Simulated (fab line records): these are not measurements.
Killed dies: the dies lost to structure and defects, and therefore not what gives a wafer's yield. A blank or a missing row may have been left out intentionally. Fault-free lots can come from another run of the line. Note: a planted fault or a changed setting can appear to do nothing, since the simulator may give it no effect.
Which tool is to blame? || flow n5_finfet || 33 wafers from 11 lots sampled at 5 of the route's 1938 steps

== WHAT EACH GAUGE READ, for each wafer ==
N5_BEOL_M13_INSPECT_55: inspects for defects (darkfield). Usual: raw_defect_count reads 74 (standard deviation 25).
{"lot": "L838", "measured": "day 11 09:46", "on": "defect_inspect-02", "raw_defect_count": "91 41 57", "flag": ""}
{"lot": "L839", "measured": "day 11 16:23", "on": "defect_inspect-02", "raw_defect_count": "99 96 55", "flag": ""}
{"lot": "L841", "measured": "day 11 23:18", "on": "defect_inspect-01", "raw_defect_count": "40 79 80", "flag": ""}
{"lot": "L843", "measured": "day 12 16:34", "on": "defect_inspect-01", "raw_defect_count": "88 121 86", "flag": ""}
{"lot": "L845", "measured": "day 13 16:53", "on": "defect_inspect-01", "raw_defect_count": "82 87 52", "flag": ""}
{"lot": "L852", "measured": "day 15 01:33", "on": "defect_inspect-02", "raw_defect_count": "77 92 654", "flag": "OFF"}
{"lot": "L853", "measured": "day 15 10:58", "on": "defect_inspect-02", "raw_defect_count": "54 686 52", "flag": "OFF"}
{"lot": "L856", "measured": "day 15 19:14", "on": "defect_inspect-02", "raw_defect_count": "56 32 56", "flag": ""}
{"lot": "L855", "measured": "day 15 20:18", "on": "defect_inspect-02", "raw_defect_count": "80 78 102", "flag": ""}
{"lot": "L857", "measured": "day 16 04:41", "on": "defect_inspect-02", "raw_defect_count": "63 49 83", "flag": ""}
{"lot": "L859", "measured": "day 16 18:46", "on": "defect_inspect-02", "raw_defect_count": "28 53 39", "flag": ""}

N5_BEOL_M14_CD_MEAS_10: target cd 250 nm. Usual: cd_nm reads 251 nm (standard deviation 3.5).
{"lot": "L838", "measured": "day 11 10:19", "on": "cd_sem-03", "cd_nm (nm)": "250 253 253", "flag": ""}
{"lot": "L839", "measured": "day 11 17:02", "on": "cd_sem-02", "cd_nm (nm)": "248 249 247", "flag": ""}
{"lot": "L841", "measured": "day 11 23:58", "on": "cd_sem-03", "cd_nm (nm)": "252 255 251", "flag": ""}
{"lot": "L843", "measured": "day 12 17:06", "on": "cd_sem-03", "cd_nm (nm)": "255 251 259", "flag": ""}
{"lot": "L845", "measured": "day 13 17:25", "on": "cd_sem-01", "cd_nm (nm)": "257 253 254", "flag": ""}
{"lot": "L852", "measured": "day 15 02:13", "on": "cd_sem-01", "cd_nm (nm)": "249 248 252", "flag": ""}
{"lot": "L853", "measured": "day 15 11:42", "on": "cd_sem-03", "cd_nm (nm)": "252 251 252", "flag": ""}
{"lot": "L856", "measured": "day 15 19:47", "on": "cd_sem-03", "cd_nm (nm)": "254 254 256", "flag": ""}
{"lot": "L855", "measured": "day 15 21:02", "on": "cd_sem-01", "cd_nm (nm)": "253 252 253", "flag": ""}
{"lot": "L857", "measured": "day 16 05:13", "on": "cd_sem-02", "cd_nm (nm)": "248 252 249", "flag": ""}
{"lot": "L859", "measured": "day 16 19:18", "on": "cd_sem-03", "cd_nm (nm)": "244 247 246", "flag": ""}

== TOOL THAT RAN EACH LOT (tool first, then ch and the chambers of the sampled wafers, then the start) ==
{"lot": "L838", "N5_BEOL_M13_STRIP_37": "plasma_asher-02 ch 0,1, day 11 08:04", "N5_BEOL_M13_SPUTTER_44": "pvd_sputter-01, day 11 08:33", "N5_BEOL_M13_DEP_53": "pecvd-01 ch 0,1,2, day 11 09:41"}
{"lot": "L839", "N5_BEOL_M13_STRIP_37": "plasma_asher-01 ch 0,1, day 11 10:14", "N5_BEOL_M13_SPUTTER_44": "pvd_sputter-02, day 11 15:01", "N5_BEOL_M13_DEP_53": "pecvd-02 ch 0,1,2, day 11 16:17"}
{"lot": "L841", "N5_BEOL_M13_STRIP_37": "plasma_asher-02 ch 0,1, day 11 19:35", "N5_BEOL_M13_SPUTTER_44": "pvd_sputter-03, day 11 22:04", "N5_BEOL_M13_DEP_53": "pecvd-02 ch 0,2, day 11 23:13"}
{"lot": "L843", "N5_BEOL_M13_STRIP_37": "plasma_asher-01 ch 0,1, day 12 14:35", "N5_BEOL_M13_SPUTTER_44": "pvd_sputter-02, day 12 15:26", "N5_BEOL_M13_DEP_53": "pecvd-04 ch 0,1,2, day 12 16:28"}
{"lot": "L845", "N5_BEOL_M13_STRIP_37": "plasma_asher-02 ch 0,1, day 13 15:10", "N5_BEOL_M13_SPUTTER_44": "pvd_sputter-01, day 13 15:46", "N5_BEOL_M13_DEP_53": "pecvd-02 ch 0,2, day 13 16:47"}
{"lot": "L852", "N5_BEOL_M13_STRIP_37": "plasma_asher-01 ch 0,1, day 14 22:34", "N5_BEOL_M13_SPUTTER_44": "pvd_sputter-02, day 15 00:26", "N5_BEOL_M13_DEP_53": "pecvd-02 ch 0,1,2, day 15 01:28"}
{"lot": "L853", "N5_BEOL_M13_STRIP_37": "plasma_asher-02 ch 0,1, day 15 08:53", "N5_BEOL_M13_SPUTTER_44": "pvd_sputter-01, day 15 09:49", "N5_BEOL_M13_DEP_53": "pecvd-02 ch 1,2, day 15 10:52"}
{"lot": "L856", "N5_BEOL_M13_STRIP_37": "plasma_asher-02 ch 0,1, day 15 16:49", "N5_BEOL_M13_SPUTTER_44": "pvd_sputter-01, day 15 17:53", "N5_BEOL_M13_DEP_53": "pecvd-01 ch 0,1, day 15 19:09"}
{"lot": "L855", "N5_BEOL_M13_STRIP_37": "plasma_asher-02 ch 0,1, day 15 17:25", "N5_BEOL_M13_SPUTTER_44": "pvd_sputter-02, day 15 19:11", "N5_BEOL_M13_DEP_53": "pecvd-04 ch 0,2, day 15 20:13"}
{"lot": "L857", "N5_BEOL_M13_STRIP_37": "plasma_asher-02 ch 0,1, day 16 02:58", "N5_BEOL_M13_SPUTTER_44": "pvd_sputter-02, day 16 03:33", "N5_BEOL_M13_DEP_53": "pecvd-04 ch 0,1,2, day 16 04:35"}
{"lot": "L859", "N5_BEOL_M13_STRIP_37": "plasma_asher-01 ch 0,1, day 16 13:32", "N5_BEOL_M13_SPUTTER_44": "pvd_sputter-03, day 16 17:38", "N5_BEOL_M13_DEP_53": "pecvd-01 ch 1,2, day 16 18:39"}
- N5_BEOL_M13_STRIP_37: strips in N2/H2.
- N5_BEOL_M13_SPUTTER_44: material Ta, target thk 10 nm, time 16.13 s.
- N5_BEOL_M13_DEP_53: deposits SiCN from 3MS/NH3, target thk 50 nm, time 17.8 s.

== WHAT THE TOOLS THEMSELVES READ (means of the sampled wafers that have a number; where no wafer has one, the mark that the record gives instead) ==
N5_BEOL_M13_STRIP_37. Usual: drypump_motor_current_A 5.4 A, standard deviation 0.65; heater_power_w 307 W, standard deviation 8; oes_product_au 0.782 a.u., standard deviation 0.012.
{"lot": "L838", "tool": "plasma_asher-02", "drypump_motor_current_A (A)": 5.3, "heater_power_w (W)": 296, "oes_product_au (a.u.)": 0.780, "flag": ""}
{"lot": "L839", "tool": "plasma_asher-01", "drypump_motor_current_A (A)": 5.5, "heater_power_w (W)": 314, "oes_product_au (a.u.)": 0.782, "flag": ""}
{"lot": "L841", "tool": "plasma_asher-02", "drypump_motor_current_A (A)": 5.3, "heater_power_w (W)": 301, "oes_product_au (a.u.)": 0.778, "flag": ""}
{"lot": "L843", "tool": "plasma_asher-01", "drypump_motor_current_A (A)": 5.5, "heater_power_w (W)": 309, "oes_product_au (a.u.)": 0.779, "flag": ""}
{"lot": "L845", "tool": "plasma_asher-02", "drypump_motor_current_A (A)": 5.7, "heater_power_w (W)": 307, "oes_product_au (a.u.)": 0.775, "flag": ""}
{"lot": "L852", "tool": "plasma_asher-01", "drypump_motor_current_A (A)": 5.1, "heater_power_w (W)": 316, "oes_product_au (a.u.)": 0.783, "flag": ""}
{"lot": "L853", "tool": "plasma_asher-02", "drypump_motor_current_A (A)": 5.3, "heater_power_w (W)": 300, "oes_product_au (a.u.)": 0.788, "flag": ""}
{"lot": "L856", "tool": "plasma_asher-02", "drypump_motor_current_A (A)": 5.3, "heater_power_w (W)": 299, "oes_product_au (a.u.)": 0.787, "flag": ""}
{"lot": "L855", "tool": "plasma_asher-02", "drypump_motor_current_A (A)": 5.7, "heater_power_w (W)": 305, "oes_product_au (a.u.)": 0.779, "flag": ""}
{"lot": "L857", "tool": "plasma_asher-02", "drypump_motor_current_A (A)": 5.7, "heater_power_w (W)": 302, "oes_product_au (a.u.)": 0.773, "flag": ""}
{"lot": "L859", "tool": "plasma_asher-01", "drypump_motor_current_A (A)": 5.5, "heater_power_w (W)": 311, "oes_product_au (a.u.)": 0.786, "flag": ""}

N5_BEOL_M13_SPUTTER_44. Usual: substrate_temp_c 50.00 C, standard deviation 0.13; throttle_valve_pct 29.7 %, standard deviation 0.72.
{"lot": "L838", "tool": "pvd_sputter-01", "substrate_temp_c (C)": 50.10, "throttle_valve_pct (%)": 29.3, "flag": ""}
{"lot": "L839", "tool": "pvd_sputter-02", "substrate_temp_c (C)": 49.95, "throttle_valve_pct (%)": 29.5, "flag": ""}
{"lot": "L841", "tool": "pvd_sputter-03", "substrate_temp_c (C)": 50.04, "throttle_valve_pct (%)": 30.4, "flag": ""}
{"lot": "L843", "tool": "pvd_sputter-02", "substrate_temp_c (C)": 50.02, "throttle_valve_pct (%)": 29.8, "flag": ""}
{"lot": "L845", "tool": "pvd_sputter-01", "substrate_temp_c (C)": 49.97, "throttle_valve_pct (%)": 29.1, "flag": ""}
{"lot": "L852", "tool": "pvd_sputter-02", "substrate_temp_c (C)": 49.98, "throttle_valve_pct (%)": 29.9, "flag": ""}
{"lot": "L853", "tool": "pvd_sputter-01", "substrate_temp_c (C)": 49.98, "throttle_valve_pct (%)": 29.2, "flag": ""}
{"lot": "L856", "tool": "pvd_sputter-01", "substrate_temp_c (C)": 50.06, "throttle_valve_pct (%)": 29.2, "flag": ""}
{"lot": "L855", "tool": "pvd_sputter-02", "substrate_temp_c (C)": 50.13, "throttle_valve_pct (%)": 29.8, "flag": ""}
{"lot": "L857", "tool": "pvd_sputter-02", "substrate_temp_c (C)": 50.04, "throttle_valve_pct (%)": 29.8, "flag": ""}
{"lot": "L859", "tool": "pvd_sputter-03", "substrate_temp_c (C)": 49.99, "throttle_valve_pct (%)": 30.4, "flag": ""}

N5_BEOL_M13_DEP_53. Usual: chamber_pressure_Torr 3.001 Torr, standard deviation 0.0073; showerhead_plenum_p_Torr 4.162 Torr, standard deviation 0.025; showerhead_vpp_V 1581 V, standard deviation 53; throttle_valve_pct 18.3 %, standard deviation 0.91.
{"lot": "L838", "tool": "pecvd-01", "chamber_pressure_Torr (Torr)": 3.006, "showerhead_plenum_p_Torr (Torr)": 4.192, "showerhead_vpp_V (V)": 1634, "throttle_valve_pct (%)": 18.8, "flag": ""}
{"lot": "L839", "tool": "pecvd-02", "chamber_pressure_Torr (Torr)": 3.004, "showerhead_plenum_p_Torr (Torr)": 4.143, "showerhead_vpp_V (V)": 1570, "throttle_valve_pct (%)": 18.1, "flag": ""}
{"lot": "L841", "tool": "pecvd-02", "chamber_pressure_Torr (Torr)": 2.993, "showerhead_plenum_p_Torr (Torr)": 4.133, "showerhead_vpp_V (V)": 1558, "throttle_valve_pct (%)": 17.6, "flag": ""}
{"lot": "L843", "tool": "pecvd-04", "chamber_pressure_Torr (Torr)": 2.991, "showerhead_plenum_p_Torr (Torr)": 4.178, "showerhead_vpp_V (V)": 1578, "throttle_valve_pct (%)": 17.9, "flag": ""}
{"lot": "L845", "tool": "pecvd-02", "chamber_pressure_Torr (Torr)": 3.011, "showerhead_plenum_p_Torr (Torr)": 4.126, "showerhead_vpp_V (V)": 1549, "throttle_valve_pct (%)": 17.5, "flag": ""}
{"lot": "L852", "tool": "pecvd-02", "chamber_pressure_Torr (Torr)": 3.007, "showerhead_plenum_p_Torr (Torr)": 4.130, "showerhead_vpp_V (V)": 1571, "throttle_valve_pct (%)": 18.2, "flag": ""}
{"lot": "L853", "tool": "pecvd-02", "chamber_pressure_Torr (Torr)": 3.001, "showerhead_plenum_p_Torr (Torr)": 4.143, "showerhead_vpp_V (V)": 1570, "throttle_valve_pct (%)": 18.5, "flag": ""}
{"lot": "L856", "tool": "pecvd-01", "chamber_pressure_Torr (Torr)": 3.006, "showerhead_plenum_p_Torr (Torr)": 4.201, "showerhead_vpp_V (V)": 1659, "throttle_valve_pct (%)": 19.3, "flag": ""}
{"lot": "L855", "tool": "pecvd-04", "chamber_pressure_Torr (Torr)": 3.004, "showerhead_plenum_p_Torr (Torr)": 4.180, "showerhead_vpp_V (V)": 1607, "throttle_valve_pct (%)": 17.5, "flag": ""}
{"lot": "L857", "tool": "pecvd-04", "chamber_pressure_Torr (Torr)": 2.996, "showerhead_plenum_p_Torr (Torr)": 4.178, "showerhead_vpp_V (V)": 1555, "throttle_valve_pct (%)": 18.0, "flag": ""}
{"lot": "L859", "tool": "pecvd-01", "chamber_pressure_Torr (Torr)": 3.002, "showerhead_plenum_p_Torr (Torr)": 4.185, "showerhead_vpp_V (V)": 1622, "throttle_valve_pct (%)": 19.0, "flag": ""}

== THE ANSWER, worked out from the rows above alone ==
Rule: a lot is off if the mean of its wafers that have a number lies more than 3 standard deviations from the usual mean. Also off: a lot with no number at a reading for which 4 or more lots have one. The other lots that the step has rows for count as sound. After the gauges, taken in route order, come the tools' own readings; for these a lot's mean is taken, as printed above. The first step at which some lot is off is used, and at that step the reading that is off furthest; a lot without a number counts as furthest.
Off at N5_BEOL_M13_INSPECT_55 (raw_defect_count): L852, L853.
A tool fits if, at a process step before that reading, it ran every lot that is off, and no sound lot after the first of them. The gauges at N5_BEOL_M13_INSPECT_55 are tried like those tools. One candidate fits, namely pecvd-02 at N5_BEOL_M13_DEP_53. A fault onset in the window from L845 (day 13 16:47, its last sound lot) to L852 (day 15 01:28, its first lot off) fits.

== WHAT THE SIMULATOR HAD PUT IN ==
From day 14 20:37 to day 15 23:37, pecvd-02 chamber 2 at N5_BEOL_M13_DEP_53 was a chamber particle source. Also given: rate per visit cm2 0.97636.
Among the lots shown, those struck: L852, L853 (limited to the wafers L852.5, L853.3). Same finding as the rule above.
